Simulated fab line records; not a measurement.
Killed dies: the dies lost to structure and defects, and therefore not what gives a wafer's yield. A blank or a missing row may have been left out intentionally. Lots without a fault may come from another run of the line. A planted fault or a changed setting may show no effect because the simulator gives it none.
A lot that was struck, set against a sound lot ; flow nand_harc ; 15 out of 1302 route steps
Sound: wafers L103.1, L103.4, L103.6. Wafers L100.3, L100.5, L100.6 were the ones struck. The cause is named last.
Per side, at each step with rows, come the tool, then ch with its chambers, and then its first start. Under that, the readings that differ: sound wafers ; struck wafers ; difference of the means ; sigmas: that difference in standard deviations of wafers without a fault.
alike: readings whose means differ by less than 2 such deviations, and words and numbers that are the same on both sides. not compared: withheld readings, readings that some wafer has no value for, bounds like >300 that may hide the same value, and numbers for which the record gives no deviation and whose values overlap.
Wherever a step has rows on one side only, a row that says differs or no value, or a row with sigmas, the two part there. When numbers do not overlap yet have no deviation, they are printed without sigmas and do not part them. A reading missing from all wafers of one side parts the sides only when that side holds two or more wafers.

first, 9 steps without rows for these wafers: NHARC_P_ZERO_WELL_DEHYDRATE_03 (time 120 s); NHARC_P_ZERO_WELL_HMDS_04 (time 30 s); NHARC_P_ZERO_WELL_COAT_64 (time 65 s); NHARC_P_ZERO_WELL_COAT_05 (resist thk 600 nm); NHARC_P_ZERO_WELL_SOFTBAKE_06 (time 70 s); NHARC_P_ZERO_WELL_EBR_07; NHARC_P_ZERO_WELL_EXPOSE_08 (exposes mask P ZERO, target cd 500 nm); NHARC_P_ZERO_WELL_PEB_09 (peb time 80 s); NHARC_P_ZERO_WELL_DEVELOP_10 (time 50 s).
NHARC_P_ZERO_WELL_CD_MEAS_11: the cd target is 500 nm.
  sound on cd_sem-02 ch 0, day 11 01:14; struck on cd_sem-02 ch 0, day 9 19:08
  alike: cd_nm
then, 1 step without rows for these wafers: NHARC_P_ZERO_WELL_HARDBAKE_12 (time 65 s).
NHARC_P_ZERO_WELL_DESCUM_13: chemistry O2, time 3 s.
  sound on rie_diel-06 ch 1,3, day 11 01:26; struck on rie_diel-06 ch 0,1, day 9 19:22
reading;sound;struck;difference;sigmas
showerhead_plenum_p_Torr (Torr);1.97 1.79 1.79;2.02 2.01 1.98;+0.15;+2
  alike: drypump_motor_current_A, oes_product_au, rf_vpp_V, throttle_valve_pct
  not compared: rf_hours_counter_h
NHARC_P_ZERO_WELL_ETCH_65: etches the open film in N2/H2, target depth 80 nm, overetch 24 nm, time 87.88 s.
  sound on rie_diel-06 ch 0,1,2, day 11 01:32; struck on rie_diel-06 ch 0,2,3, day 9 19:31
  no value came back on the struck wafers for any of 9 readings (bias_w (W), chamber_pressure_mTorr (mTorr) and others); on the sound wafers bias_w (W) reads 149.7 149.7 150.4
  not compared: rf_hours_counter_h
NHARC_P_ZERO_WELL_ETCH_62: etches the open film in CHF3/Ar, target depth 13 nm, time 6.5 s.
  sound on rie_diel-06 ch 0,2; struck on rie_diel-06 ch 1,2,3, day 9 19:38
  alike: bias_w, chamber_pressure_mTorr, drypump_motor_current_A, oes_product_au, rf_fwd_power_W, rf_vpp_V, showerhead_plenum_p_Torr, throttle_valve_pct
  not compared: rf_hours_counter_h
-- record jumps: 22 days between struck wafers' starts before vs after; left off in module P_ZERO_WELL, resumes in module END, first step shown is number 1302 of the route --
NHARC_END_SORT_01:
  sound on prober-01 ch 0, day 33 11:00; struck on prober-01 ch 0, day 32 00:29
reading;sound;struck;difference;sigmas
hold;- - -;await_dispo/6.8h/scrap await_dispo/6.8h/scrap await_dispo/6.8h/scrap;no value on the sound wafers;
killed_at_other;0 3 4;0 0 0;-2;-2
killed_at_periphery;5 3 6;635 620 644;+628;+99 or more
killed_dies;53 48 50;677 677 677;+627;+35
  alike: killed_at_array, killed_open, killed_short

== WHERE THEY PART ==
At NHARC_P_ZERO_WELL_DESCUM_13 first; at NHARC_END_SORT_01 last (within this record only).

WHY: the cause the simulator had injected
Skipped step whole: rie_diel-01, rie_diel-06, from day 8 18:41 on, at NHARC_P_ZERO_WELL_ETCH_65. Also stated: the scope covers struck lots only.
